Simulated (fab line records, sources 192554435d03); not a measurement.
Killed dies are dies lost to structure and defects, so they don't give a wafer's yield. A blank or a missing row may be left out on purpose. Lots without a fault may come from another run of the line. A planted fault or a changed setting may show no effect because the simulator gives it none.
Split-lot experiment | flow n5_finfet | 7 lots, 39 wafers read, on a route of 1938 steps

THE SPLIT
At N5_BEOL_M2_HM_DEP_02 (deposits TiN, target thk 20 nm), the setting target_thk_a was moved away from the recipe's 200 angstrom on 12 of the 39 wafers read, by -45.1% to +19.0%. The other wafers ran this setting at the recipe's value.

FROM THE SPLIT TO THE READING: what the file shows between them, 4 steps
- N5_BEOL_M2_COAT_61: time 60 s, resist thk 60 nm
- N5_BEOL_M2_COAT_62: time 60 s, resist thk 12 nm
- N5_BEOL_M2_STRIP_75: strips in N2/H2
- N5_BEOL_M2_STRIP_66: strips in CF4

THE READING
etch.depth_nm (the simulator's own value, which no gauge read), in nm, at N5_BEOL_M2_HM_OPEN_17 (chemistry Cl2/BCl3, target TiN, target depth 20 nm, overetch 6 nm). The file gives no usual value for it. The 27 wafers here that ran the recipe average 19.89 nm, standard deviation 0.25 nm.

wafer  | tool, chamber at the split | target_thk_a as run, angstrom | against the recipe | etch.depth_nm, nm | against lot-mates on the recipe
L076.1 | pvd_sputter-03, -          | 200                           | recipe             | 19.93             | -
L076.2 | pvd_sputter-03, -          | 200                           | recipe             | 20.02             | -
L076.3 | pvd_sputter-03, -          | 127.9                         | -36.0%             | 12.67             | -7.33
L076.4 | pvd_sputter-03, -          | 200                           | recipe             | 20.05             | -
L076.5 | pvd_sputter-03, -          | 127.9                         | -36.0%             | 12.89             | -7.11
L076.6 | pvd_sputter-03, -          | 127.9                         | -36.0%             | 12.95             | -7.05
L080.1 | pvd_sputter-03, -          | 165.6                         | -17.2%             | 16.65             | -3.49
L080.2 | pvd_sputter-03, -          | 200                           | recipe             | 20.25             | -
L080.3 | pvd_sputter-03, -          | 165.6                         | -17.2%             | 16.59             | -3.55
L080.4 | pvd_sputter-03, -          | 165.6                         | -17.2%             | 16.62             | -3.52
L080.5 | pvd_sputter-03, -          | 200                           | recipe             | 20.05             | -
L080.6 | pvd_sputter-03, -          | 200                           | recipe             | 20.12             | -
L081.1 | pvd_sputter-01, -          | 200                           | recipe             | 20.06             | -
L081.2 | pvd_sputter-01, -          | 200                           | recipe             | 19.84             | -
L081.3 | pvd_sputter-01, -          | 238.1                         | +19.0%             | 24.04             | +4.08
L081.4 | pvd_sputter-01, -          | 238.1                         | +19.0%             | 23.76             | +3.80
L081.5 | pvd_sputter-01, -          | 238.1                         | +19.0%             | 24.1              | +4.14
L081.6 | pvd_sputter-01, -          | 200                           | recipe             | 19.97             | -
L087.2 | pvd_sputter-01, -          | 200                           | recipe             | 20.27             | -
L087.3 | pvd_sputter-01, -          | 200                           | recipe             | 19.84             | -
L087.5 | pvd_sputter-01, -          | 200                           | recipe             | 19.68             | -
L089.1 | pvd_sputter-01, -          | 109.8                         | -45.1%             | 10.92             | -9.14
L089.2 | pvd_sputter-01, -          | 200                           | recipe             | 20.13             | -
L089.3 | pvd_sputter-01, -          | 109.8                         | -45.1%             | 11                | -9.06
L089.4 | pvd_sputter-01, -          | 200                           | recipe             | 20.14             | -
L089.5 | pvd_sputter-01, -          | 109.8                         | -45.1%             | 10.86             | -9.20
L089.6 | pvd_sputter-01, -          | 200                           | recipe             | 19.92             | -
L095.1 | pvd_sputter-01, -          | 200                           | recipe             | 19.96             | -
L095.2 | pvd_sputter-01, -          | 200                           | recipe             | 20.01             | -
L095.3 | pvd_sputter-01, -          | 200                           | recipe             | 19.81             | -
L095.4 | pvd_sputter-01, -          | 200                           | recipe             | 20.17             | -
L095.5 | pvd_sputter-01, -          | 200                           | recipe             | 19.89             | -
L095.6 | pvd_sputter-01, -          | 200                           | recipe             | 19.87             | -
L094.1 | pvd_sputter-01, -          | 200                           | recipe             | 19.42             | -
L094.2 | pvd_sputter-01, -          | 200                           | recipe             | 19.51             | -
L094.3 | pvd_sputter-01, -          | 200                           | recipe             | 19.36             | -
L094.4 | pvd_sputter-01, -          | 200                           | recipe             | 19.64             | -
L094.5 | pvd_sputter-01, -          | 200                           | recipe             | 19.58             | -
L094.6 | pvd_sputter-01, -          | 200                           | recipe             | 19.47             | -

THE FIT
A straight line over all 39 wafers: etch.depth_nm changes by +0.199 nm for each +1% of target_thk_a; r = +1.00; the points scatter about the line by 0.24 nm.
The same after taking each lot's own level away (the mean of its wafers on the recipe; 39 wafers): +0.203 nm for each +1%; r = +1.00; scatter 0.13 nm.
On that fit, the largest move of target_thk_a shifts the reading by 9.1 nm.
The lots' own levels span 19.497 to 20.140 nm, that is 2.6 times the standard deviation above.
So the lot-to-lot level changes the slope little: the two slopes agree.
Check: with one of the wafers moved furthest among these (-45.1%) left out of the fit, the line predicts -9.11 nm for it against its lot-mates. It came out at -9.14 nm against them.

OTHER SPLITS ON THESE WAFERS
These wafers also went through other splits before the reading. Each is held against what the fit with the lots' levels taken away leaves over:
other split on the same wafers               | wafers away from the commonest value | r with etch.depth_nm (lot level and that fit taken away)
N5_PMOS_HMC_CHANNEL_EPI_DESCUM_14 time_s     | 12                                   | +0.01
N5_STI_FIN_REVEAL_ETCHBACK_08 target_depth_a | 18                                   | +0.16
N5_SD_EPI_N_DEVELOP_08 develop_time_s        | 18                                   | -0.05
N5_MOL_CONTACT_COAG_ALD_27 time_s            | 15                                   | -0.25
N5_BEOL_M1_PECVD_72 time_s                   | 12                                   | +0.22

THE WHOLE CHAIN: every reading that the file lists as answering this split, in the file's order
step                  | what it does                                                      | reading                                                                          | change (the file's fit)               | r (the file's)
N5_BEOL_M2_HM_DEP_02  | deposits TiN, target thk 20 nm                                    | TiN_of_BEOL_M2_HM_DEP_02.thk_nm (the simulator's own value, which no gauge read) | +0.203 nm for each +1% of the setting | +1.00
N5_BEOL_M2_HM_OPEN_17 | chemistry Cl2/BCl3, target TiN, target depth 20 nm, overetch 6 nm | etch.depth_nm (the simulator's own value, which no gauge read)                   | +0.202 nm for each +1% of the setting | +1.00

THE FILE'S OWN FIT
etch.depth_nm changes by +0.202 nm for each +1% of target_thk_a, r = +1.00.
